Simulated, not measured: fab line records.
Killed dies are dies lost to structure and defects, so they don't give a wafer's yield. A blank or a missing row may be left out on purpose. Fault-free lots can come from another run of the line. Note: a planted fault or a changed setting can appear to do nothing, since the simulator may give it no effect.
Chamber matching | flow n5Finfet | 4 sister chambers for N5_BEOL_M9_DESCUM_33 on rieDiel-02
The step chemistry O2, time 7 s. 4 wafers are shown with their chamber, then 9 later ones without.

## EACH WAFER AND ITS CHAMBER
wafer  | chamber | drypumpMotorCurrentA (A)
L078.1 | 1       | 5.6
L085.1 | 2       | 5.1
L085.2 | 0       | 6.5
L085.3 | 3       | 5.0

## WAFERS MISSING THEIR CHAMBER
wafer  | drypumpMotorCurrentA (A)
L092.1 | 6.5
L092.2 | 4.9
L092.4 | 5.6
L093.2 | 5.6
L093.5 | 5.6
L093.6 | 5.0
L096.1 | 5.6
L096.2 | 6.5
L096.5 | 5.1

## EACH ONE'S CHAMBER
wafer  | from the rows above | in truth
L092.1 | 0                   | 0
L092.2 | 3                   | 3
L092.4 | 1                   | 1
L093.2 | 1                   | 1
L093.5 | 1                   | 1
L093.6 | 3                   | 3
L096.1 | 1                   | 1
L096.2 | 0                   | 0
L096.5 | 2                   | 2
Correct placement for 9 of the 9. Left unplaced by these rows: 0. Number placed wrongly: 0.
How it was worked out, from the rows above alone: a wafer's distance from a chamber is the root of the sum, over the readings, of the square of ((its reading less the chamber's mean) divided by the reading's scatter). The wafer belongs to the nearest chamber; if the next one is less than 2 further off, it can't be placed. For every chamber, the mean is computed from those of its wafers that are shown. The scatter (one wafer shown for each chamber): square how far every hidden wafer sits from the nearest shown wafer, average those squares and take the square root.
